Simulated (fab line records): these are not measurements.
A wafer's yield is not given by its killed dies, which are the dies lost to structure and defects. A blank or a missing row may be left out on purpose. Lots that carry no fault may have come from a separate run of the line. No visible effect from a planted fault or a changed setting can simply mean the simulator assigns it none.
A struck lot beside a sound one ; flow n5Finfet ; 15 out of 1938 route steps
Sound: the wafers L614.3, L614.4, L614.5. Struck: wafer L612.3. (L612.1 of the same lot was not struck and is left out.) The cause comes at the end.
At each step with rows: each side's tool, then ch and its chambers, then its first start. Under that, the readings that differ: sound wafers ; struck wafers ; difference of the means ; sigmas: that difference in standard deviations of wafers without a fault.
alike: a reading whose means differ by less than 2 such deviations, as well as words and numbers matching on both sides. not compared: withheld readings; readings where some wafer has no value; bounds like >300 that might hide an equal value; numbers whose values overlap and for which the record gives no deviation.
The two part at a step that has a row with sigmas, a row that says differs or no value, or rows on one side only. Non-overlapping numbers with no deviation appear without sigmas and do not part them. A reading that every wafer of one side lacks parts them only if that side has two wafers or more.

first, 4 steps without rows for these wafers: N5_MOL_CONTACT_COAG_SOFTBAKE_79 (time 60 s); N5_MOL_CONTACT_COAG_EXPOSE_81 (exposes mask VG, defocus 0 nm); N5_MOL_CONTACT_COAG_PEB_82 (peb time 60 s); N5_MOL_CONTACT_COAG_DEVELOP_83 (develop time 30 s).
N5_MOL_CONTACT_COAG_CD_MEAS_84: the cd target is 25.1 nm.
  sound on cdSem-03 ch 0, day 9 22:02; struck on cdSem-01 ch 0, day 9 12:55
reading;sound;struck;difference;sigmas
cdNm (nm);25.47 25.48 25.24;24.83;-0.57;-2
N5_MOL_CONTACT_COAG_OVL_MEAS_85:
  sound on overlay-01 ch 0, day 9 22:05; struck on overlay-02 ch 0, day 9 12:57
  alike: VG_OVL
N5_MOL_CONTACT_COAG_INSPECT_57: inspects for defects (brightfield).
  sound on defectInspect-01, day 9 22:23; struck on defectInspect-01, day 9 13:00
  alike: rawDefectCount
N5_MOL_CONTACT_COAG_DESCUM_88: chemistry O2, time 7 s.
  sound on rieDiel-05 ch 0,1,2, day 9 22:36; struck on rieDiel-05 ch 0, day 9 14:46
  alike: biasPowerW, drypumpMotorCurrentA, oesProductAu, rfVppV, showerheadPlenumPTorr, throttleValvePct
  not compared: rfHoursCounterH
N5_MOL_CONTACT_COAG_ETCH_89: etches underlayer in N2/H2, target depth 13 nm, time 10.4 s.
  sound on rieDiel-05 ch 0,1,2, day 9 22:38; struck on rieDiel-05 ch 0, day 9 14:47
reading;sound;struck;difference;sigmas
h2FlowSccm (sccm);199.1 198.9 198.9;200.5;+1.5;+2
n2FlowSccm (sccm);201.4 200.9 200.7;199.6;-1.4;-2
  alike: drypumpMotorCurrentA, etchRfOnTimeS, oesProductAu, rfVppV, showerheadPlenumPTorr, throttleValvePct
  not compared: rfHoursCounterH
N5_MOL_CONTACT_COAG_ETCH_90: etches SiARC in CF4, target depth 13 nm, time 21.7 s.
  sound on rieDiel-05 ch 0,1,2, day 9 22:40; struck on rieDiel-05 ch 0, day 9 14:49
  alike: drypumpMotorCurrentA, etchRfOnTimeS, oesProductAu, rfVppV, showerheadPlenumPTorr, throttleValvePct
  not compared: rfHoursCounterH
N5_MOL_CONTACT_COAG_ALD_131: deposits SiO2, target thk 5 nm, pulse time 1 s, co reactant pulse time 1 s.
  sound on aldSin-01 ch 0,1,2, day 9 22:52; struck on aldSin-01 ch 2, day 9 14:53
  alike: heaterPowerW, precursorPulseHeightRel
N5_MOL_CONTACT_COAG_ETCHBACK_132: etches SiO2 in CHF3, target depth 10 nm, time 6.7 s.
  sound on rieDiel-05 ch 0,2, day 9 23:03; struck on rieDiel-02 ch 2, day 9 15:10
  alike: drypumpMotorCurrentA, oesProductAu, rfVppV, showerheadPlenumPTorr, throttleValvePct
  not compared: rfHoursCounterH
N5_MOL_CONTACT_COAG_ETCH_91: etches SOC in N2/H2, target depth 60 nm, overetch 21 nm, time 101.2 s.
  sound on rieDiel-05 ch 0,2, day 9 23:05; struck on rieDiel-02 ch 2, day 9 15:12
reading;sound;struck;difference;sigmas
runLengthS (s);123.5 124.9 123.7;167.1;+43.1;+90
showerheadPlenumPTorr (Torr);2.55 2.45 2.55;2.69;+0.17;+2
model.SiARC_of_MOL_CONTACT_COAG_COAT_76.thkNm (nm);6 6 5.8;4;-2;
  alike: drypumpMotorCurrentA, h2FlowSccm, n2FlowSccm, oesProductAu, rfVppV, throttleValvePct
  not compared: rfHoursCounterH
then, 1 step without rows for these wafers: N5_MOL_CONTACT_COAG_STRIP_92 (strips in N2/H2).
-- here the record skips 3 days between the struck wafers' starts before and after, leaving off in module MOL_CONTACT_COAG and picking up in module BEOL_M4 (first step shown: number 1111 of the route) --
N5_BEOL_M4_RC_MEAS_101:
  sound on prober-02 ch 0, day 12 23:04; struck on prober-02 ch 0, day 12 05:13
reading;sound;struck;difference;sigmas
ION_N (uA/um);686 698 693;666;-26;-2
  alike: DIBL_N, DIBL_P, IOFF_N, IOFF_P, ION_P, SS_N, SS_P, VT_N, VT_P

== WHERE THEY PART ==
First at N5_MOL_CONTACT_COAG_CD_MEAS_84; last, within this record, at N5_BEOL_M4_RC_MEAS_101.

WHY: what had been put in by the simulator
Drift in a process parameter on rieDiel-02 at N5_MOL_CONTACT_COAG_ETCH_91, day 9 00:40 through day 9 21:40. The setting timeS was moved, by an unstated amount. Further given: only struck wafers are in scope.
